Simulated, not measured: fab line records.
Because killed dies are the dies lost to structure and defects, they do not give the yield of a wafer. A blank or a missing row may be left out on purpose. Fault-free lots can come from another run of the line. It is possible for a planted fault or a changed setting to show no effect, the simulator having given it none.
fab line records -- flow n5-finfet
record lots=11, wafers=32, last-day=17
route steps=1938 shown BEOL_M12@1614
lots with no fault: from the same line, run without faults
start-h: start of the lot's first displayed wafer, in hours after the record's first day -- wait-h: hours from the lot's prior step to this one -- " as in the row above -- L1.1+2: a row that stands for several wafers -- - either no value or no given start -- * or withheld: withheld -- < > ~ a bound
route shown NAME@n: NAME is a module with steps in the file, n the number in the route of the first one -- usual: mean and standard deviation over wafers with no fault -- same: alike in all rows -- chamber/n: place in a boat -- sites: per-site readings -- _std_site: standard deviation of those values -- _edge_site: outer sites' mean less inner sites' -- radius-mm: how far each site lies from the wafer's centre -- mask NAME#n: copy n -- behind: the tool/chamber that last shaped the wafer -- hold: the reason the lot was held/the length of the hold in hours/how it ended -- device: which transistor (n, p or np) failed to switch -- end of line: at the end of the route, the tests of the same wafers -- a step without rows: its recipe alone -- killed: count of dies lost to structure and defects at first sort (not the wafer's yield) -- map: dies across one wafer; x = killed, . = not, _ = none there
set.NAME: the setting the step ran with; set.NAME@STEP: the setting that earlier step ran with -- model.NAME: the simulator's own value behind a step, which no gauge read
route steps across a sampled set of lots; one table per step, one row per wafer
services: the hour from which a tool's chamber was out of use, counted from the record's first day as start-h (under 0 if before that day), plus the number of hours and why
## steps
# step N5_BEOL_M12_INSPECT_12
# recipe mode=adi, inspect-instrument=macro
# usual raw-defect-count=2.1/1.7
lot.wafer,tool,chamber,start-h,wait-h,raw-defect-count
L733.1,defect-inspect-02,-,218.14,0.0,1
L733.2,defect-inspect-02,-,218.14,0.0,4
L733.4,defect-inspect-02,-,218.14,0.0,1
L736.1,defect-inspect-02,-,245.01,0.0,3
L736.2,defect-inspect-02,-,245.01,0.0,4
L736.5,defect-inspect-02,-,245.01,0.0,1
L737.2,defect-inspect-02,-,249.84,0.0,5
L737.3,defect-inspect-02,-,249.84,0.0,1
L737.5,defect-inspect-02,-,249.84,0.0,1
L738.1,defect-inspect-02,-,258.43,0.0,1
L738.2,defect-inspect-02,-,258.43,0.0,0
L738.6,defect-inspect-02,-,258.43,0.0,1
L739.1,defect-inspect-02,-,263.50,0.0,3
L739.2,defect-inspect-02,-,263.50,0.0,5
L739.4,defect-inspect-02,-,263.50,0.0,0
L742.1,defect-inspect-02,-,272.20,0.0,0
L742.2,defect-inspect-02,-,272.20,0.0,0
L742.5,defect-inspect-02,-,272.20,0.0,4
L743.2,defect-inspect-02,-,284.17,0.0,5
L743.5,defect-inspect-02,-,284.17,0.0,1
L750.2,defect-inspect-01,-,328.96,0.0,2
L750.3,defect-inspect-01,-,328.96,0.0,0
L750.5,defect-inspect-01,-,328.96,0.0,3
L752.1,defect-inspect-02,-,344.39,0.0,1
L752.5,defect-inspect-02,-,344.39,0.0,2
L752.6,defect-inspect-02,-,344.39,0.0,1
L753.2,defect-inspect-01,-,351.71,0.0,3
L753.4,defect-inspect-01,-,351.71,0.0,2
L753.6,defect-inspect-01,-,351.71,0.0,4
L756.2,defect-inspect-02,-,368.87,0.0,2
L756.3,defect-inspect-02,-,368.87,0.0,1
L756.4,defect-inspect-02,-,368.87,0.0,1
# step N5_BEOL_M12_STRIP_37
# recipe chemistry=N2/H2, power-w=1000, temp-c=250, h2-frac=0.65, overash-fraction=0.3, pressure-mtorr=withheld, n2-flow-sccm=1750, h2-flow-sccm=3250
# usual drypump-motor-current-A=5.9/0.43, heater-power-w=321/30, oes-product-au=0.791/0.0089
lot.wafer,tool,chamber,start-h,wait-h,drypump-motor-current-A,heater-power-w,oes-product-au,rf-hours-counter-h
L733.1,plasma-asher-01,1,220.26,0.0,6.5,298,0.779,65
L733.2,plasma-asher-01,0,220.26,0.0,5.6,310,0.789,65
L733.4,plasma-asher-01,0,220.26,0.0,5.5,307,0.765,-
L736.1,plasma-asher-02,0,246.51,0.0,6.0,356,0.797,130
L736.2,plasma-asher-02,1,246.51,0.0,5.5,356,0.781,130
L736.5,plasma-asher-02,0,246.51,0.0,6.0,355,0.782,-
L737.2,plasma-asher-01,1,252.55,0.0,6.5,294,0.791,72
L737.3,plasma-asher-01,1,252.55,0.0,6.5,292,0.794,-
L737.5,plasma-asher-01,1,252.55,0.0,6.6,285,0.786,-
L738.1,plasma-asher-01,1,260.29,0.0,6.5,296,0.779,73
L738.2,plasma-asher-01,0,260.29,0.0,5.5,305,0.775,73
L738.6,plasma-asher-01,0,260.29,0.0,5.5,306,0.798,-
L739.1,plasma-asher-01,0,265.12,0.0,5.5,310,0.802,74
L739.2,plasma-asher-01,1,265.12,0.0,6.6,294,0.795,74
L739.4,plasma-asher-01,1,265.12,0.0,6.6,292,0.785,-
L742.1,plasma-asher-02,1,273.79,0.0,5.5,356,0.796,136
L742.2,plasma-asher-02,0,273.79,0.0,6.0,357,0.785,136
L742.5,plasma-asher-02,0,273.79,0.0,6.0,348,0.788,-
L743.2,plasma-asher-01,1,286.03,0.0,6.6,289,0.789,78
L743.5,plasma-asher-01,0,286.03,0.0,5.6,297,0.790,-
L750.2,plasma-asher-01,0,330.49,0.0,5.5,310,0.798,87
L750.3,plasma-asher-01,1,330.49,0.0,6.5,299,0.795,-
L750.5,plasma-asher-01,0,330.49,0.0,5.5,308,0.805,-
L752.1,plasma-asher-01,0,346.07,0.0,5.5,308,0.787,90
L752.5,plasma-asher-01,1,346.07,0.0,6.5,286,0.785,-
L752.6,plasma-asher-01,0,346.07,0.0,5.5,308,0.780,-
L753.2,plasma-asher-02,0,353.65,0.0,6.0,346,0.801,152
L753.4,plasma-asher-02,0,353.65,0.0,6.0,354,0.793,-
L753.6,plasma-asher-02,1,353.65,0.0,5.6,374,0.783,-
L756.2,plasma-asher-02,1,370.87,0.0,5.5,365,0.790,156
L756.3,plasma-asher-02,0,370.87,0.0,6.0,353,0.779,-
L756.4,plasma-asher-02,1,370.87,0.0,5.6,365,0.787,-
# step N5_BEOL_M12_SPUTTER_43
# recipe material=TaN, target-thk-a=150, temp-c=50, bias-v=168.6, power-w=15000, chamber-pressure-pa=0.12, time-s=24.19
# usual substrate-temp-c=50.01/0.12, throttle-valve-pct=29.7/0.9
lot.wafer,tool,chamber,start-h,wait-h,substrate-temp-c,throttle-valve-pct
L733.1,pvd-sputter-01,-,220.82,0.0,50.06,28.5
L733.2,pvd-sputter-01,-,220.82,0.0,49.98,30.2
L733.4,pvd-sputter-01,-,220.82,0.0,50.18,30.9
L736.1,pvd-sputter-01,-,248.20,0.0,50.06,30.7
L736.2,pvd-sputter-01,-,248.20,0.0,50.20,28.6
L736.5,pvd-sputter-01,-,248.20,0.0,49.92,28.8
L737.2,pvd-sputter-03,-,256.11,0.0,50.05,30.6
L737.3,pvd-sputter-03,-,256.11,0.0,50.13,29.4
L737.5,pvd-sputter-03,-,256.11,0.0,50.04,29.5
L738.1,pvd-sputter-02,-,263.56,0.0,50.06,31.2
L738.2,pvd-sputter-02,-,263.56,0.0,49.90,28.9
L738.6,pvd-sputter-02,-,263.56,0.0,50.07,29.2
L739.1,pvd-sputter-03,-,266.26,0.0,50.04,29.7
L739.2,pvd-sputter-03,-,266.26,0.0,49.93,29.8
L739.4,pvd-sputter-03,-,266.26,0.0,49.94,30.7
L742.1,pvd-sputter-03,-,274.88,0.0,50.09,29.8
L742.2,pvd-sputter-03,-,274.88,0.0,50.22,30.7
L742.5,pvd-sputter-03,-,274.88,0.0,50.10,30.6
L743.2,pvd-sputter-03,-,288.63,0.0,49.86,27.6
L743.5,pvd-sputter-03,-,288.63,0.0,50.01,29.8
L750.2,pvd-sputter-01,-,333.49,0.0,50.03,30.0
L750.3,pvd-sputter-01,-,333.49,0.0,50.15,30.6
L750.5,pvd-sputter-01,-,333.49,0.0,49.82,28.8
L752.1,pvd-sputter-02,-,347.63,0.0,49.96,29.3
L752.5,pvd-sputter-02,-,347.63,0.0,49.86,31.3
L752.6,pvd-sputter-02,-,347.63,0.0,50.10,29.1
L753.2,pvd-sputter-01,-,355.57,0.0,49.92,30.5
L753.4,pvd-sputter-01,-,355.57,0.0,50.06,30.3
L753.6,pvd-sputter-01,-,355.57,0.0,49.73,30.0
L756.2,pvd-sputter-01,-,374.13,0.0,50.09,30.1
L756.3,pvd-sputter-01,-,374.13,0.0,49.68,30.5
L756.4,pvd-sputter-01,-,374.13,0.0,49.91,30.0
# step N5_BEOL_M12_SPUTTER_44
# recipe material=Ta, target-thk-a=100, temp-c=50, bias-v=80, power-w=15000, chamber-pressure-pa=0.07, time-s=16.13
# usual substrate-temp-c=50.01/0.12, throttle-valve-pct=29.8/0.87
lot.wafer,tool,chamber,start-h,wait-h,substrate-temp-c,throttle-valve-pct
L733.1,pvd-sputter-01,-,220.90,0.0,50.04,28.7
L733.2,pvd-sputter-01,-,220.90,0.0,49.95,30.3
L733.4,pvd-sputter-01,-,220.90,0.0,50.09,30.5
L736.1,pvd-sputter-01,-,248.28,0.0,50.11,30.7
L736.2,pvd-sputter-01,-,248.28,0.0,50.05,28.7
L736.5,pvd-sputter-01,-,248.28,0.0,49.98,28.8
L737.2,pvd-sputter-03,-,256.19,0.0,50.07,30.5
L737.3,pvd-sputter-03,-,256.19,0.0,49.90,29.8
L737.5,pvd-sputter-03,-,256.19,0.0,49.94,29.7
L738.1,pvd-sputter-02,-,263.64,0.0,49.93,31.0
L738.2,pvd-sputter-02,-,263.64,0.0,50.21,28.5
L738.6,pvd-sputter-02,-,263.64,0.0,50.20,29.2
L739.1,pvd-sputter-03,-,266.34,0.0,50.00,30.1
L739.2,pvd-sputter-03,-,266.34,0.0,50.09,29.8
L739.4,pvd-sputter-03,-,266.34,0.0,50.05,30.7
L742.1,pvd-sputter-03,-,274.96,0.0,50.08,29.6
L742.2,pvd-sputter-03,-,274.96,0.0,49.88,30.7
L742.5,pvd-sputter-03,-,274.96,0.0,49.97,30.7
L743.2,pvd-sputter-03,-,288.71,0.0,49.97,27.8
L743.5,pvd-sputter-03,-,288.71,0.0,50.16,29.6
L750.2,pvd-sputter-01,-,333.57,0.0,50.00,30.2
L750.3,pvd-sputter-01,-,333.57,0.0,49.89,30.5
L750.5,pvd-sputter-01,-,333.57,0.0,50.02,28.6
L752.1,pvd-sputter-02,-,347.71,0.0,50.21,29.1
L752.5,pvd-sputter-02,-,347.71,0.0,50.19,30.9
L752.6,pvd-sputter-02,-,347.71,0.0,50.12,29.3
L753.2,pvd-sputter-01,-,355.65,0.0,50.06,30.6
L753.4,pvd-sputter-01,-,355.65,0.0,49.98,30.2
L753.6,pvd-sputter-01,-,355.65,0.0,50.15,30.3
L756.2,pvd-sputter-01,-,374.21,0.0,50.13,30.3
L756.3,pvd-sputter-01,-,374.21,0.0,49.96,30.8
L756.4,pvd-sputter-01,-,374.21,0.0,49.96,30.2
# step N5_BEOL_M12_CMP_49
# recipe stop-on=SiOC, t-overpolish-s=20.6, down-force-psi=1, platen-rpm=50, clearing-platen-down-force-psi=1.5, clearing-platen-rpm=50, post-cmp-clean=cu-alkaline, target-thk-nm=320, clearing-platen-pad-velocity-m-s=0.99484, pad-velocity-m-s=0.99484
# usual barrier-field-endpoint-s=30.1/0.94, motor-current-A=6.4/0.97
lot.wafer,tool,chamber,start-h,wait-h,barrier-field-endpoint-s,motor-current-A
L733.2,cmp-02,3,221.81,0.5,29.8,7.0
L733.4,cmp-02,1,221.81,0.5,29.8,7.6
L733.1,cmp-02,2,221.81,0.5,29.0,5.8
L736.2,cmp-03,3,249.61,0.3,29.1,5.7
L736.1,cmp-03,1,249.61,0.3,29.4,9.0
L736.5,cmp-03,2,249.61,0.3,29.6,6.3
L737.3,cmp-01,3,257.61,0.2,29.1,5.1
L737.2,cmp-01,2,257.61,0.2,30.0,6.7
L737.5,cmp-01,0,257.61,0.2,30.9,7.2
L738.2,cmp-02,2,264.94,0.2,30.5,5.6
L738.1,cmp-02,0,264.94,0.2,29.1,6.3
L738.6,cmp-02,3,264.94,0.2,29.9,7.1
L739.1,cmp-03,2,267.02,0.3,29.7,6.1
L739.4,cmp-03,3,267.02,0.3,29.8,5.4
L739.2,cmp-03,0,267.02,0.3,32.0,5.2
L742.2,cmp-02,0,276.33,0.3,39.1,6.3
L742.1,cmp-02,1,276.33,0.3,31.3,7.4
L742.5,cmp-02,3,276.33,0.3,31.4,7.0
L743.2,cmp-03,2,289.43,0.3,38.2,6.2
L743.5,cmp-03,0,289.43,0.3,31.6,5.1
L750.3,cmp-03,0,334.20,0.2,30.6,5.2
L750.2,cmp-03,3,334.20,0.2,28.4,5.4
L750.5,cmp-03,1,334.20,0.2,28.6,8.7
L752.1,cmp-01,3,348.46,0.4,29.7,5.4
L752.6,cmp-01,0,348.46,0.4,30.9,7.1
L752.5,cmp-01,1,348.46,0.4,31.4,5.6
L753.2,cmp-01,0,357.50,0.3,29.7,6.5
L753.4,cmp-01,1,357.50,0.3,29.7,5.3
L753.6,cmp-01,3,357.50,0.3,27.7,5.3
L756.3,cmp-01,2,374.84,0.2,30.5,6.9
L756.2,cmp-01,0,374.84,0.2,31.6,7.0
L756.4,cmp-01,1,374.84,0.2,30.4,5.4
## services
tool,chamber,start-h,hours,kind
cmp-02,-,197.29,-,consumable-replace:conditioner
cmp-02,-,197.29,-,consumable-replace:pad
cmp-02,-,197.29,14.1,pm
plasma-asher-02,-,218.43,2.0,repair
cmp-03,-,219.65,3.2,repair
cmp-01,-,259.28,1.8,repair
cmp-03,-,297.03,4.0,pm
cmp-03,-,301.03,-,consumable-replace:conditioner
cmp-03,-,301.03,-,consumable-replace:pad
cmp-02,-,313.26,1.4,repair
cmp-03,-,328.25,0.4,repair
pvd-sputter-02,-,335.77,2.8,repair
pvd-sputter-01,-,342.33,3.2,repair
pvd-sputter-02,-,362.69,0.6,repair
cmp-02,-,364.50,3.0,repair
cmp-03,-,367.11,5.4,pm
plasma-asher-01,-,373.28,2.8,pm
## key
first-sign step=N5_BEOL_M12_CMP_49, reading=barrier-field-endpoint-s, direction=up, sigmas=9.2, usual=30.1, struck=38.7
effect none on later readings
met-at N5_BEOL_M12_SPUTTER_44
struck-lots L742,L743
struck-wafers L742.2,L743.2
not-acting-at N5_BEOL_M12_INSPECT_12,N5_BEOL_M12_STRIP_37,N5_BEOL_M12_SPUTTER_43
onset-between 266.34 274.96
fault kind=process-parameter-drift, tool=pvd-sputter-03, chamber=-, onset-h=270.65, steps=N5_BEOL_M12_SPUTTER_44, channel=time-s, offset=*, shape=step, end-h=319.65, scope=struck-wafers-only, acts-in=*, stated=*
